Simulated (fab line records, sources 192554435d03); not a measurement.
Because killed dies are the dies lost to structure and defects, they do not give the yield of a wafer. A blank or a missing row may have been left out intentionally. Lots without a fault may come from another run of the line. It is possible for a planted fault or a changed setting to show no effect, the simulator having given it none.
Matching of chambers || flow n5 finfet || N5_BEOL_M1_ETCHBACK_99 on rie diel-03 has 4 sister chambers
The step etches SiO2 in CHF3, target depth 5 nm, time 10.4 s. 4 wafers are shown with their chamber, then 10 later ones without.

== EACH WAFER AND ITS CHAMBER ==
{"wafer": "L085.3", "chamber": 1, "drypump motor current A (A)": 6.34}
{"wafer": "L093.5", "chamber": 2, "drypump motor current A (A)": 5.71}
{"wafer": "L094.3", "chamber": 3, "drypump motor current A (A)": 5.46}
{"wafer": "L094.4", "chamber": 0, "drypump motor current A (A)": 5.60}

== WAFERS WITH NO CHAMBER GIVEN ==
{"wafer": "L094.5", "drypump motor current A (A)": 5.59}
{"wafer": "L092.1", "drypump motor current A (A)": 6.31}
{"wafer": "L092.2", "drypump motor current A (A)": 5.74}
{"wafer": "L092.5", "drypump motor current A (A)": 5.47}
{"wafer": "L096.2", "drypump motor current A (A)": 5.62}
{"wafer": "L096.4", "drypump motor current A (A)": 5.70}
{"wafer": "L096.6", "drypump motor current A (A)": 6.35}
{"wafer": "L097.2", "drypump motor current A (A)": 5.47}
{"wafer": "L097.3", "drypump motor current A (A)": 5.70}
{"wafer": "L097.5", "drypump motor current A (A)": 5.46}

== CHAMBER TAKEN BY EACH ==
{"wafer": "L094.5", "from the rows above": 0, "in truth": 0}
{"wafer": "L092.1", "from the rows above": 1, "in truth": 1}
{"wafer": "L092.2", "from the rows above": 2, "in truth": 2}
{"wafer": "L092.5", "from the rows above": 3, "in truth": 3}
{"wafer": "L096.2", "from the rows above": 0, "in truth": 0}
{"wafer": "L096.4", "from the rows above": 2, "in truth": 2}
{"wafer": "L096.6", "from the rows above": 1, "in truth": 1}
{"wafer": "L097.2", "from the rows above": 3, "in truth": 3}
{"wafer": "L097.3", "from the rows above": 2, "in truth": 2}
{"wafer": "L097.5", "from the rows above": 3, "in truth": 3}
Correct placement for 10 of the 10. Not placeable from these rows: 0. 0 placed wrongly.
How it was worked out, from the rows above alone: a wafer's distance from a chamber is the root of the sum, over the readings, of the square of ((its reading less the chamber's mean) divided by the reading's scatter). If the next closest chamber is less than 2 further off than the closest, the wafer can't be placed; otherwise it belongs to the closest. Each chamber's mean is taken over the wafers shown for it. The scatter (one wafer shown for each chamber): square how far every hidden wafer sits from the nearest shown wafer, average those squares and take the square root.
